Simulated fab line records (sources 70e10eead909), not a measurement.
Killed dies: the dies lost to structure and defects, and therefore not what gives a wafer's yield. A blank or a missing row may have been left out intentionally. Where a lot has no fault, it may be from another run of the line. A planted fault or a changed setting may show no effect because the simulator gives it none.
fab line records -- flow nand-harc
record lots=6, wafers=18, last-day=23
route steps=1159 shown A_BLC@977
lots that met no fault: from a run of the same line without faults
start-h: the number of hours between the record's first day and the start of the first shown wafer of the lot -- wait-h: hours since the lot's step before -- " the same as in the row above -- L1.1+2: one row covering several wafers at once -- - either no value or no given start -- * or withheld: withheld -- < > ~ a bound
route shown NAME@n: names a module that has steps shown in the file, with the first one's number in the route -- usual: average and standard deviation across the fault-free wafers -- same: alike in all rows -- chamber/n: place in a boat -- sites: each site's reading -- _std_site: their standard deviation -- _edge_site: the outer-site mean with the inner-site mean subtracted -- radius-mm: for every site, how far away it sits from the centre of the wafer -- mask NAME#n: copy n -- behind: the most recent tool/chamber to have shaped the wafer -- hold: why the lot was held/for how many hours/how that ended -- device: which transistor (n, p or np) failed to switch -- end of line: tests of these same wafers at the route's end -- where a step has no rows: the recipe by itself -- killed: at the first sort, the dies lost to defects and structure; wafer yield is something else -- map: shows each die of a wafer: x if killed, . if not, _ if none is there
set.NAME: the setting as run; set.NAME@STEP: as run at that earlier step -- model.NAME: the simulator's own value behind a step, which no gauge read
a table for each step, a row for each wafer; lots at some steps of the route
services: from which hour (start-h, from the record's first day; less than 0 if before it) a tool's chamber was out of use, for how many hours, and why
## steps
# step NHARC_A_BLC_DESCUM_15
# recipe time-s=3, o2-flow-sccm=200, ar-flow-sccm=0, bias-power-w=0, chemistry=O2
# step NHARC_A_BLC_ETCH_16
# recipe target-depth-a=390, over-etch-frac=0.3, time-s=65, ion-energy-ev=80, cf4-flow-sccm=150, ar-flow-sccm=0, rf-w=300, bias-w=100, chemistry=CF4
# usual drypump-motor-current-A=5.6/0.5, mfc-ar-sccm=0.010/0.014, oes-product-au=0.998/0.009, rf-vpp-V=151.3/1.4, showerhead-plenum-p-Torr=1.78/0.081, throttle-valve-pct=13.285/0.0094
lot.wafer,tool,chamber,start-h,wait-h,drypump-motor-current-A,mfc-ar-sccm,oes-product-au,rf-hours-counter-h,rf-vpp-V,showerhead-plenum-p-Torr,throttle-valve-pct
L117.1,rie-diel-05,2,381.31,0.1,5.7,0.011,0.996,4,152.2,1.79,13.281
L117.5,rie-diel-05,0,381.31,0.1,5.0,0,0.979,-,152.5,1.87,13.297
L117.6,rie-diel-05,1,381.31,0.1,6.5,0,1.000,-,150.3,1.76,13.286
L118.1,rie-diel-05,0,402.95,0.1,5.0,0,0.999,6,153.1,1.87,13.288
L118.2,rie-diel-05,1,402.95,0.1,6.5,0,1.002,6,149.2,1.76,13.298
L118.6,rie-diel-05,3,402.95,0.1,5.6,0,1.010,-,149.8,1.72,13.278
L123.2,rie-diel-05,1,423.69,0.1,6.5,0,0.993,8,151.6,1.76,13.280
L123.5,rie-diel-05,3,423.69,0.1,5.6,0,0.996,-,152.0,1.72,13.284
L123.6,rie-diel-05,0,423.69,0.1,5.0,0,0.998,-,153.3,1.87,13.269
L130.2,rie-diel-12,1,459.50,0.1,4.9,0.023,1.017,8,148.8,1.64,13.279
L130.3,rie-diel-12,2,459.50,0.1,5.4,0.028,0.995,7,153.8,1.88,13.279
L130.4,rie-diel-12,2,459.50,0.1,5.4,0.028,0.992,-,151.7,1.88,13.291
L129.2,rie-diel-03,1,469.76,0.1,5.8,0.021,1.007,26,154.7,1.90,13.296
L129.3,rie-diel-03,3,469.76,0.1,6.2,0,0.996,24,149.5,1.65,13.294
L129.6,rie-diel-03,1,469.76,0.1,5.7,0.021,1.004,-,153.1,1.90,13.269
L135.2,rie-diel-05,1,501.60,0.1,6.5,0,0.992,16,150.2,1.76,13.291
L135.1,rie-diel-05,3,501.60,0.1,5.6,0,0.992,16,149.9,1.72,13.309
L135.5,rie-diel-05,2,501.60,0.1,5.7,0.011,1.004,-,151.3,1.78,13.292
# step NHARC_A_BLC_ETCH_17
# recipe target-depth-a=3900, over-etch-frac=0.25, time-s=609.38, ion-energy-ev=200, n2-flow-sccm=150, h2-flow-sccm=150, ar-flow-sccm=0, rf-w=400, bias-w=150, chemistry=N2/H2
# usual drypump-motor-current-A=5.6/0.5, mfc-ar-sccm=0.011/0.014, oes-product-au=0.999/0.0091, rf-vpp-V=430.6/2.8, showerhead-plenum-p-Torr=2.04/0.1, throttle-valve-pct=14.171/0.0095
lot.wafer,tool,chamber,start-h,wait-h,drypump-motor-current-A,mfc-ar-sccm,oes-product-au,rf-hours-counter-h,rf-vpp-V,showerhead-plenum-p-Torr,throttle-valve-pct
L117.1,rie-diel-05,1,-,-,6.5,0,1.005,4,431.2,2.03,14.184
L117.5,rie-diel-05,2,-,-,5.8,0.011,1.013,-,430.9,2.06,14.162
L117.6,rie-diel-05,3,-,-,5.7,0,0.990,-,429.6,1.98,14.169
L118.1,rie-diel-05,0,-,-,5.0,0,0.997,6,432.6,2.17,14.172
L118.2,rie-diel-05,1,-,-,6.5,0,1.013,6,429.1,2.03,14.169
L118.6,rie-diel-05,3,-,-,5.7,0,0.993,-,428.1,1.98,14.158
L123.2,rie-diel-05,0,-,-,5.0,0,1.004,8,432.9,2.17,14.153
L123.5,rie-diel-05,2,-,-,5.7,0.011,0.998,-,431.0,2.06,14.167
L123.6,rie-diel-05,3,-,-,5.7,0,0.996,-,428.3,1.98,14.168
L130.2,rie-diel-12,3,-,-,5.7,0,1.007,6,431.3,2.05,14.178
L130.3,rie-diel-12,1,-,-,4.9,0.023,1.014,8,425.7,1.88,14.165
L130.4,rie-diel-12,2,-,-,5.4,0.028,0.995,-,433.3,2.19,14.179
L129.3,rie-diel-03,3,-,-,6.2,0,0.998,25,424.1,1.89,14.166
L129.2,rie-diel-03,0,-,-,5.2,0.042,1.002,26,428.7,1.94,14.155
L129.6,rie-diel-03,1,-,-,5.7,0.021,1.012,-,435.3,2.21,14.176
L135.2,rie-diel-05,1,-,-,6.6,0,0.988,16,429.9,2.02,14.166
L135.1,rie-diel-05,2,-,-,5.7,0.011,1.004,16,431.0,2.06,14.179
L135.5,rie-diel-05,0,-,-,5.0,0,0.992,-,431.8,2.17,14.157
# step NHARC_A_BLC_ETCH_18
# recipe target-depth-a=9100, c4f8-flow-sccm=20, o2-flow-sccm=10, ar-flow-sccm=withheld, rf-w=600, bias-w=1500, chemistry=C4F8/O2/Ar
# usual oes-product-au=0.952/0.022, rf-vpp-V=978/6.5
lot.wafer,tool,chamber,start-h,wait-h,oes-product-au,rf-hours-counter-h,rf-vpp-V
L117.1,rie-diel-05,2,-,-,0.970,4,979
L117.6,rie-diel-05,3,-,-,0.962,-,974
L117.5,rie-diel-05,0,-,-,0.976,-,986
L118.2,rie-diel-05,0,-,-,0.958,6,988
L118.1,rie-diel-05,3,-,-,0.964,7,974
L118.6,rie-diel-05,0,-,-,0.963,-,986
L123.2,rie-diel-05,2,-,-,0.928,8,980
L123.6,rie-diel-05,0,-,-,0.927,-,986
L123.5,rie-diel-05,1,-,-,0.933,-,977
L130.3,rie-diel-12,2,-,-,0.947,8,987
L130.2,rie-diel-12,3,-,-,0.967,6,977
L130.4,rie-diel-12,3,-,-,0.968,-,979
L129.2,rie-diel-03,1,-,-,0.984,26,990
L129.3,rie-diel-03,2,-,-,0.956,23,987
L129.6,rie-diel-03,0,-,-,0.985,-,971
L135.1,rie-diel-05,0,-,-,0.928,16,986
L135.2,rie-diel-05,1,-,-,0.919,17,976
L135.5,rie-diel-05,0,-,-,0.924,-,987
# step NHARC_A_BLC_CD_MEAS_19
# usual cd-nm=100.0/2.1
lot.wafer,tool,chamber,start-h,wait-h,cd-nm
L117.1,cd-sem-03,-,382.19,-,101.2
L117.5,cd-sem-03,-,382.19,-,98.4
L117.6,cd-sem-03,-,382.19,-,101.0
L118.1,cd-sem-02,-,403.99,-,98.9
L118.2,cd-sem-02,-,403.99,-,99.3
L118.6,cd-sem-02,-,403.99,-,98.4
L123.2,cd-sem-03,-,424.56,-,102.6
L123.5,cd-sem-03,-,424.56,-,100.7
L123.6,cd-sem-03,-,424.56,-,101.0
L130.2,cd-sem-03,-,460.55,-,100.8
L130.3,cd-sem-03,-,460.55,-,97.2
L130.4,cd-sem-03,-,460.55,-,103.0
L129.2,cd-sem-02,-,470.64,-,96.5
L129.3,cd-sem-02,-,470.64,-,99.8
L129.6,cd-sem-02,-,470.64,-,97.7
L135.1,cd-sem-01,-,502.49,-,95.0
L135.2,cd-sem-01,-,502.49,-,101.2
L135.5,cd-sem-01,-,502.49,-,99.6
# step NHARC_A_BLC_STRIP_29
# recipe cf4-flow-sccm=150, ar-flow-sccm=0, bias-w=0, chemistry=CF4
# step NHARC_A_BLC_STRIP_21
# recipe o2-flow-sccm=500, ar-flow-sccm=0, bias-w=0, chemistry=O2
# usual drypump-motor-current-A=5.5/0.44, mfc-ar-sccm=0.014/0.016, oes-product-au=0.998/0.01, rf-vpp-V=57.7/0.88, showerhead-plenum-p-Torr=3.52/0.17, throttle-valve-pct=17.037/0.009
lot.wafer,tool,chamber,start-h,wait-h,drypump-motor-current-A,mfc-ar-sccm,oes-product-au,rf-hours-counter-h,rf-vpp-V,showerhead-plenum-p-Torr,throttle-valve-pct
L117.1,rie-diel-05,2,382.39,0.1,5.7,0.011,1.011,4,57.4,3.56,17.038
L117.6,rie-diel-05,2,382.39,0.1,5.8,0.011,1.009,-,58.3,3.56,17.033
L117.5,rie-diel-05,3,382.39,0.1,5.6,0,1.006,-,58.6,3.44,17.047
L118.2,rie-diel-12,0,404.17,0.1,5.4,0.043,0.980,1,57.6,3.33,17.044
L118.1,rie-diel-12,3,404.17,0.1,5.7,0,1.002,2,57.0,3.54,17.034
L118.6,rie-diel-12,1,404.17,0.1,4.9,0.023,1.016,-,57.0,3.28,17.027
L123.2,rie-diel-12,3,424.75,0.1,5.7,0,0.990,3,57.9,3.54,17.033
L123.6,rie-diel-12,2,424.75,0.1,5.4,0.028,0.991,-,58.9,3.76,17.032
L123.5,rie-diel-12,3,424.75,0.1,5.7,0,0.995,-,56.8,3.54,17.038
L130.2,rie-diel-05,3,460.73,0.1,5.6,0,0.999,12,56.6,3.43,17.031
L130.4,rie-diel-05,0,460.73,0.1,5.0,0,0.993,12,58.0,3.73,17.044
L130.3,rie-diel-05,1,460.73,0.1,6.6,0,0.994,12,59.4,3.51,17.045
L129.2,rie-diel-12,1,470.84,0.1,4.9,0.023,1.010,9,56.8,3.28,17.038
L129.3,rie-diel-12,2,470.84,0.1,5.4,0.028,0.993,9,58.7,3.76,17.031
L129.6,rie-diel-12,0,470.84,0.1,5.5,0.043,0.968,-,58.0,3.32,17.047
L135.1,rie-diel-12,2,502.67,0.1,5.4,0.028,1.001,12,58.1,3.75,17.035
L135.2,rie-diel-12,1,502.67,0.1,4.9,0.023,1.003,12,56.9,3.28,17.048
L135.5,rie-diel-12,3,502.67,0.1,5.7,0,0.994,-,58.2,3.53,17.050
# step NHARC_A_BLC_STRIP_22
# recipe time-s=600, temp-c=30, chemistry=post-etch-residue-remover
# step NHARC_A_BLC_DEGAS_30
# recipe temp-c=300, time-s=60
# step NHARC_A_BLC_PRE_CLEAN_31
# recipe time-s=15, bias-v=250, gas=Ar
# step NHARC_A_BLC_PVD_32
# recipe target-thk-a=50, chamber-pressure-pa=5, power-w=5000, substrate-temp-c=200, time-s=17.7, material=Ti
# usual chamber-pressure-pa=5.002/0.0096, throttle-valve-pct=29.9/0.89
lot.wafer,tool,chamber,start-h,wait-h,chamber-pressure-pa,throttle-valve-pct
L117.1,pvd-sputter-03,-,-,-,5.006,31.6
L117.5,pvd-sputter-03,-,-,-,5.014,30.0
L117.6,pvd-sputter-03,-,-,-,5.009,32.1
L118.1,pvd-sputter-01,-,-,-,4.995,29.7
L118.2,pvd-sputter-01,-,-,-,5.008,30.2
L118.6,pvd-sputter-01,-,-,-,4.988,30.5
L123.2,pvd-sputter-01,-,-,-,5.007,30.0
L123.6,pvd-sputter-01,-,-,-,4.987,30.2
L123.5,pvd-sputter-01,-,-,-,4.993,30.3
L130.3,pvd-sputter-02,-,-,-,5.023,28.2
L130.2,pvd-sputter-02,-,-,-,5.012,29.9
L130.4,pvd-sputter-02,-,-,-,5.000,27.9
L129.3,pvd-sputter-01,-,-,-,5.003,30.0
L129.2,pvd-sputter-01,-,-,-,4.998,29.7
L129.6,pvd-sputter-01,-,-,-,5.001,30.4
L135.1,pvd-sputter-03,-,-,-,4.994,30.9
L135.2,pvd-sputter-03,-,-,-,5.002,31.3
L135.5,pvd-sputter-03,-,-,-,5.000,29.8
# step NHARC_A_BLC_ALD_23
# recipe target-thk-a=30, pulse-time-s=1, ald-cycles=150, temp-c=450, material=TiN
# step NHARC_A_BLC_CVD_24
# recipe target-thk-a=1500, temp-c=300, pressure-torr=40, wf6-flow-sccm=40, h2-flow-sccm=1600, ar-flow-sccm=1560, time-s=434, material=W
# usual heater-power-w=468/30, mfc-ar-sccm=1560/5, throttle-valve-pct=7.82/0.19
lot.wafer,tool,chamber,start-h,wait-h,heater-power-w,mfc-ar-sccm,throttle-valve-pct
L117.1,cvd-w-01,0,393.71,-,501,1556,7.63
L117.6,cvd-w-01,1,393.71,-,446,1561,7.80
L117.5,cvd-w-01,0,393.71,-,489,1555,7.78
L118.1,cvd-w-02,0,405.04,-,436,1563,7.97
L118.2,cvd-w-02,1,405.04,-,485,1562,7.78
L118.6,cvd-w-02,1,405.04,-,483,1564,7.88
L123.2,cvd-w-02,0,425.82,-,442,1561,7.65
L123.5,cvd-w-02,1,425.82,-,487,1561,7.97
L123.6,cvd-w-02,0,425.82,-,433,1563,7.83
L123.2,cvd-w-02,0,426.50,0.6,436,1563,7.61
L123.5,cvd-w-02,1,426.50,0.6,479,1559,7.75
L123.6,cvd-w-02,0,426.50,0.6,443,1567,7.87
L130.2,cvd-w-02,1,465.96,-,492,1557,7.65
L130.4,cvd-w-02,0,465.96,-,435,1557,7.77
L130.3,cvd-w-02,1,465.96,-,490,1563,7.65
L130.2,cvd-w-02,1,468.63,2.6,492,1563,7.84
L130.4,cvd-w-02,0,468.63,2.6,438,1563,7.46
L130.3,cvd-w-02,1,468.63,2.6,484,1556,7.45
L129.2,cvd-w-02,0,473.47,-,439,1559,7.92
L129.3,cvd-w-02,1,473.47,-,493,1563,7.84
L129.6,cvd-w-02,1,473.47,-,480,1548,7.84
L135.2,cvd-w-02,1,503.58,-,478,1567,7.51
L135.1,cvd-w-02,0,503.58,-,441,1561,8.12
L135.5,cvd-w-02,1,503.58,-,481,1570,7.45
# step NHARC_A_BLC_CMP_25
# recipe t-overpolish-s=30, target-thk-nm=150
# usual motor-current-A=11.5/1.3, overpolish-run-s=30.000/0.0098, time-to-endpoint-s=30/3.4
lot.wafer,tool,chamber,start-h,wait-h,motor-current-A,overpolish-run-s,time-to-endpoint-s
L117.1,cmp-04,3,394.19,0.4,11.7,29.996,32
L117.6,cmp-04,2,394.19,0.4,9.8,30.008,35
L117.5,cmp-04,3,394.19,0.4,12.0,30.000,35
L118.2,cmp-04,1,405.59,0.4,12.2,30.000,34
L118.1,cmp-04,3,405.59,0.4,12.7,29.991,37
L118.6,cmp-04,1,405.59,0.4,12.5,30.000,36
L123.2,cmp-03,2,427.04,0.5,13.5,30.009,57
L123.5,cmp-03,2,427.04,0.5,13.3,30.006,57
L123.6,cmp-03,3,427.04,0.5,13.8,29.991,55
L130.2,cmp-03,0,469.18,0.5,11.9,30.023,53
L130.3,cmp-03,1,469.18,0.5,12.8,30.017,60
L130.4,cmp-03,3,469.18,0.5,13.8,29.985,60
L129.2,cmp-02,2,474.07,0.5,10.2,30.002,31
L129.3,cmp-02,3,474.07,0.5,11.4,29.998,31
L129.6,cmp-02,0,474.07,0.5,11.1,29.985,30
L135.2,cmp-02,3,504.16,0.5,11.2,29.988,26
L135.1,cmp-02,0,504.16,0.5,10.8,30.014,27
L135.5,cmp-02,1,504.16,0.5,10.1,30.008,28
## services
tool,chamber,start-h,hours,kind
cmp-04,-,368.02,1.4,repair
rie-diel-12,-,379.40,9.0,pm
cvd-w-02,-,383.97,13.0,pm
pvd-sputter-02,-,392.00,10.0,pm
rie-diel-03,-,392.41,9.0,pm
cmp-04,-,397.24,1.0,repair
cmp-04,-,399.00,4.0,pm
cmp-02,-,402.25,2.3,repair
cmp-03,-,407.07,1.3,repair
rie-diel-03,3,438.14,1.9,repair
cmp-02,-,442.61,4.0,pm
cmp-03,-,454.39,4.0,pm
rie-diel-03,2,457.71,3.9,repair
rie-diel-12,0,458.16,4.6,repair
rie-diel-12,3,464.19,2.7,repair
pvd-sputter-01,-,464.32,6.8,repair
pvd-sputter-03,-,469.78,10.0,pm
cmp-04,-,475.59,14.5,repair
rie-diel-03,0,477.72,8.0,repair
cmp-03,-,480.24,1.4,repair
pvd-sputter-03,-,492.24,10.0,repair
rie-diel-05,0,492.40,8.0,repair
cmp-04,-,497.00,4.0,pm
cmp-03,-,501.46,2.8,repair
## key
first-sign step=NHARC_A_BLC_CVD_24, reading=visit, direction=added
effect step=NHARC_A_BLC_CMP_25, reading=time-to-endpoint-s, direction=up, sigmas=8, usual=*, struck=*
met-at NHARC_A_BLC_CVD_24
struck-wafers L123.2,L123.5,L123.6,L130.2,L130.3,L130.4
sort-left-out L123.2,L123.5,L123.6,L130.2,L130.3,L130.4
tester-left-out L123,L130
fault kind=repeated-step-whole, tool=cvd-w-01,cvd-w-02, chamber=-, onset-h=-, steps=NHARC_A_BLC_CVD_24, times=1, scope=struck-lots-only
# tester-left-out: of these lots the tester's yield and bins aren't shown, on N5 and GAA mostly nor the transistor test; their killed dies are dies lost to structure and defects alone, not to doping, threshold or leakage, so they don't give the yield
# sort-left-out: the simulated sort isn't trusted on such a fault, so these wafers' sort isn't shown, and their yield isn't known
